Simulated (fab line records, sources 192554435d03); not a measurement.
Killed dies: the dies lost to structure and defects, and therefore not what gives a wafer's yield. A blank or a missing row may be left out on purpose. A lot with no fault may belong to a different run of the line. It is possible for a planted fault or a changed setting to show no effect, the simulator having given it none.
Matching of chambers :: flow n5-finfet :: 3 sister chambers for N5_BEOL_M3_CO_CAP_55 on cvd-co-02
The step material Co, precursor CCTBA/H2, target thk 2 nm, time 102.1 s. 18 wafers are shown with their chamber, then 9 later ones without.

== WAFERS, EACH WITH ITS CHAMBER ==
wafer: L076.1
chamber: 0
heater-power-w (W): 243
chamber-pressure-Torr (Torr): 30.01

wafer: L076.4
chamber: 1
heater-power-w (W): 218
chamber-pressure-Torr (Torr): 30.04

wafer: L076.6
chamber: 2
heater-power-w (W): 250
chamber-pressure-Torr (Torr): 29.93

wafer: L077.1
chamber: 1
heater-power-w (W): 214
chamber-pressure-Torr (Torr): 29.94

wafer: L077.3
chamber: 2
heater-power-w (W): 246
chamber-pressure-Torr (Torr): 30.02

wafer: L077.4
chamber: 0
heater-power-w (W): 246
chamber-pressure-Torr (Torr): 29.98

wafer: L080.1
chamber: 1
heater-power-w (W): 214
chamber-pressure-Torr (Torr): 30.11

wafer: L080.3
chamber: 2
heater-power-w (W): 254
chamber-pressure-Torr (Torr): 30.11

wafer: L080.4
chamber: 2
heater-power-w (W): 252
chamber-pressure-Torr (Torr): 29.94

wafer: L083.2
chamber: 1
heater-power-w (W): 222
chamber-pressure-Torr (Torr): 30.06

wafer: L083.5
chamber: 0
heater-power-w (W): 247
chamber-pressure-Torr (Torr): 29.96

wafer: L083.6
chamber: 1
heater-power-w (W): 219
chamber-pressure-Torr (Torr): 30.07

wafer: L089.1
chamber: 1
heater-power-w (W): 217
chamber-pressure-Torr (Torr): 29.97

wafer: L089.4
chamber: 0
heater-power-w (W): 246
chamber-pressure-Torr (Torr): 30.05

wafer: L089.6
chamber: 1
heater-power-w (W): 214
chamber-pressure-Torr (Torr): 30.01

wafer: L090.1
chamber: 2
heater-power-w (W): 247
chamber-pressure-Torr (Torr): 30.09

wafer: L090.3
chamber: 1
heater-power-w (W): 215
chamber-pressure-Torr (Torr): 29.95

wafer: L090.6
chamber: 0
heater-power-w (W): 236
chamber-pressure-Torr (Torr): 29.99

SIGNATURES, as means of the wafers listed above
reading: heater-power-w
chamber 0: 243.60
chamber 1: 216.62
chamber 2: 249.80
scatter within a chamber: 3.52

reading: chamber-pressure-Torr
chamber 0: 29.9980
chamber 1: 30.0188
chamber 2: 30.0180
scatter within a chamber: 0.0625
Rule: a wafer's distance from a chamber is the root of the sum, over the readings, of the square of ((its reading less the chamber's mean) divided by the reading's scatter). If the next closest chamber is less than 2 further off than the closest, the wafer can't be placed; otherwise it belongs to the closest. The scatter: the root of (the sum of the squares of (reading less its chamber's mean) over the shown wafers, divided by (wafers less chambers)).

== WAFERS WITH NO CHAMBER GIVEN ==
wafer: L092.4
heater-power-w (W): 215
chamber-pressure-Torr (Torr): 30.01

wafer: L092.5
heater-power-w (W): 253
chamber-pressure-Torr (Torr): 30.03

wafer: L092.6
heater-power-w (W): 240
chamber-pressure-Torr (Torr): 30.06

wafer: L093.1
heater-power-w (W): 255
chamber-pressure-Torr (Torr): 29.89

wafer: L093.2
heater-power-w (W): 211
chamber-pressure-Torr (Torr): 29.96

wafer: L093.4
heater-power-w (W): 251
chamber-pressure-Torr (Torr): 30.05

wafer: L094.2
heater-power-w (W): 257
chamber-pressure-Torr (Torr): 30.02

wafer: L094.5
heater-power-w (W): 257
chamber-pressure-Torr (Torr): 29.85

wafer: L094.6
heater-power-w (W): 214
chamber-pressure-Torr (Torr): 29.99

== WHICH CHAMBER EACH WENT THROUGH ==
wafer: L092.4
from the rows above: 1
in truth: 1

wafer: L092.5
from the rows above: can't be placed: 2 or 0
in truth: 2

wafer: L092.6
from the rows above: can't be placed: 0 or 2
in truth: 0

wafer: L093.1
from the rows above: can't be placed: 2 or 0
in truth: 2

wafer: L093.2
from the rows above: 1
in truth: 1

wafer: L093.4
from the rows above: can't be placed: 2 or 0
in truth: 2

wafer: L094.2
from the rows above: can't be placed: 2 or 0
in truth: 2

wafer: L094.5
from the rows above: can't be placed: 2 or 0
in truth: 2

wafer: L094.6
from the rows above: 1
in truth: 1
Placed correctly: 3 of 9. These rows do not allow placing 6 (true chamber among the candidates in 6). 0 placed wrongly.
